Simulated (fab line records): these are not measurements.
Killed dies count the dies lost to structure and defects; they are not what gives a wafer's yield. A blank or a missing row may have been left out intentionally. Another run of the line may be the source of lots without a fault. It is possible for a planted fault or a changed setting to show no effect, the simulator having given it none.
Comparing a struck lot with a sound one ; flow n5-finfet ; 15 out of 1938 route steps
Sound: wafers L253.1, L253.4, L253.6. Struck: wafer L266.5 (L266.2, L266.4, from the same lot, were not struck and are left out); the cause is given at the end.
Per side, at each step with rows, come the tool, then ch with its chambers, and then its first start. Under that, the readings that differ: sound wafers ; struck wafers ; difference of the means ; sigmas: that difference in standard deviations of wafers without a fault.
alike: readings with means less than 2 such deviations apart, plus words and numbers identical on both sides. not compared: withheld readings, readings lacking a value on some wafer, bounds such as >300 that could conceal the same value, and numbers that have no deviation in the record and whose values overlap.
The two part at a step that has a row with sigmas, a row that says differs or no value, or rows on one side only. Numbers that don't overlap but have no deviation are shown without sigmas and don't part them. A reading that every wafer of one side lacks parts them only if that side has two wafers or more.

first, 10 steps without rows for these wafers: N5_MOL_CONTACT_COAG_DESCUM_88 (chemistry O2, time 7 s); N5_MOL_CONTACT_COAG_ETCH_89 (etches underlayer in N2/H2, target depth 13 nm, time 10.4 s); N5_MOL_CONTACT_COAG_ETCH_90 (etches SiARC in CF4, target depth 13 nm, time 21.7 s); N5_MOL_CONTACT_COAG_ALD_131 (deposits SiO2, target thk 5 nm, pulse time 1 s, co reactant pulse time 1 s); N5_MOL_CONTACT_COAG_ETCHBACK_132 (etches SiO2 in CHF3, target depth 10 nm, time 6.7 s); N5_MOL_CONTACT_COAG_ETCH_91 (etches SOC in N2/H2, target depth 60 nm, overetch 21 nm, time 101.2 s); N5_MOL_CONTACT_COAG_STRIP_92 (strips in N2/H2); N5_MOL_CONTACT_COAG_STRIP_93 (strips in N2/H2); N5_MOL_CONTACT_COAG_ETCHBACK_135 (etches SiO2 in CHF3, target depth 25 nm, time 16.7 s); N5_MOL_CONTACT_COAG_STRIP_118 (strips in CHF3).
N5_MOL_CONTACT_COAG_VIA_ETCH_46: etches SiO2 in C4F6/O2, target depth 46 nm, overetch 9.2 nm, time 40 s.
  sound on rie-diel-02 ch 0,3, day 7 01:11; struck on rie-diel-06 ch 2, day 10 07:23
reading;sound;struck;difference;sigmas
drypump-motor-current-A (A);5.60 5.57 5.57;6.26;+0.68;+2
oes_f_703_au (a.u.);0.68 0.75 0.68;0.94;+0.24;+4
showerhead-plenum-p-Torr (Torr);2.81 2.82 2.81;3.03;+0.22;+2
model.etch.depth-nm (nm);46.14 47.38 46.13;34.44;-12.11;
model.SOC_of_MOL_CONTACT_COAG_COAT_75.thk-nm (nm);50.8 50.6 50.6;53.2;+2.5;
  alike: chamber-pressure-mTorr, mfc-ar-sccm, oes-product-au, rf-vpp-V, throttle-valve-pct
  not compared: rf-hours-counter-h
then, 1 step without rows for these wafers: N5_MOL_CONTACT_COAG_STRIP_96 (strips in N2/H2).
N5_MOL_CONTACT_COAG_ETCH_47: etches SiNx in CH3F/O2, stops on W, target depth 27 nm.
  sound on rie-diel-02 ch 0,3, day 7 01:17; struck on rie-diel-06 ch 2, day 10 07:30
reading;sound;struck;difference;sigmas
chamber-pressure-mTorr (mTorr);29.962 29.996 29.986;29.925;-0.056;-2
drypump-motor-current-A (A);5.63 5.58 5.58;6.25;+0.65;+2
etch-rf-on-time-s (s);31.9 31.0 32.1;50.8;+19.1;+39
oes_f_703_au (a.u.);0.68 0.74 0.68;0.95;+0.25;+4
oes-product-au (a.u.);0.62 0.66 0.63;0.36;-0.28;-5
showerhead-plenum-p-Torr (Torr);1.98 1.98 1.98;2.14;+0.16;+2
model.etch.over-etch-s (s);5.315 5.174 5.347;0;-5;
  alike: mfc-ar-sccm, rf-vpp-V, throttle-valve-pct
  not compared: rf-hours-counter-h
then, 1 step without rows for these wafers: N5_MOL_CONTACT_COAG_STRIP_119 (strips in N2/H2, time 30 s).
-- record jumps: 7 days separate the struck wafers' starts on either side; left off in module MOL_CONTACT_COAG, taken up again in module PASSIVATION, whose first shown step is the route's number 1936 --
N5_PASSIVATION_PROBE_49:
  sound: prober-02 at day 14 17:05; struck: prober-01 at day 17 14:20
reading;sound;struck;difference;sigmas
killed-at-contacts;7;1072;+1065;+99 or more
killed-at-front-end;33;58;+25;+2
killed-dies;85;1180;+1095;+61
killed-on-rim;9;152;+143;+36
killed-short;21;39;+18;+2
  alike: killed_at_M0_to_M3, killed_at_M4_up, killed-at-other, killed-open

== WHERE THEY PART ==
Earliest at N5_MOL_CONTACT_COAG_VIA_ETCH_46; latest, in this record, at N5_PASSIVATION_PROBE_49.

WHY: the cause the simulator had injected
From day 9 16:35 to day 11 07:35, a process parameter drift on rie-diel-06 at N5_MOL_CONTACT_COAG_VIA_ETCH_46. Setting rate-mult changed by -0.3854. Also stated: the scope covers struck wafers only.
